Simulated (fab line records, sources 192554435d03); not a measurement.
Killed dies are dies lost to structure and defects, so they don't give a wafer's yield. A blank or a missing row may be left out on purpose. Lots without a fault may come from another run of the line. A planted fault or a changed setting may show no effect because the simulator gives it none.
Chamber matching | flow n5_finfet | N5_SPACER0_ALD_00 on ald_sin-02: 4 sister chambers
The step deposits SiOCN, target thk 3.5 nm, pulse time 3 s, purge time 2 s. 8 wafers are shown with their chamber, then 8 later ones without.

WAFERS WITH THEIR CHAMBER
wafer  | chamber | heater_power_w (W) | precursor_pulse_height_rel
L716.2 | 0       | 683                | 1.041
L716.4 | 1       | 743                | 0.998
L716.6 | 3       | 808                | 0.998
L718.2 | 0       | 672                | 0.977
L718.3 | 2       | 729                | 1.027
L718.5 | 1       | 754                | 0.998
L717.1 | 2       | 718                | 1.011
L717.2 | 3       | 819                | 1.034

WAFERS WITHOUT THEIR CHAMBER
wafer  | heater_power_w (W) | precursor_pulse_height_rel
L717.6 | 803                | 1.022
L723.2 | 683                | 0.992
L723.3 | 772                | 1.001
L723.4 | 825                | 1.010
L729.2 | 725                | 1.022
L729.5 | 820                | 0.990
L734.1 | 756                | 1.012
L734.5 | 819                | 1.029

WHICH CHAMBER EACH WENT THROUGH
wafer  | from the rows above | in truth
L717.6 | 3                   | 3
L723.2 | 0                   | 0
L723.3 | 1                   | 1
L723.4 | 3                   | 3
L729.2 | 2                   | 2
L729.5 | 3                   | 3
L734.1 | 1                   | 1
L734.5 | 3                   | 3
Placed correctly: 8 of 8. Can't be placed from these rows: 0. Placed wrongly: 0.
How it was worked out, from the rows above alone: a wafer's distance from a chamber is the root of the sum, over the readings, of the square of ((its reading less the chamber's mean) divided by the reading's scatter). The wafer belongs to the nearest chamber; if the next one is less than 2 further off, it can't be placed. A chamber's mean is the mean of its shown wafers. The scatter: the root of (the sum of the squares of (reading less its chamber's mean) over the shown wafers, divided by (wafers less chambers)).
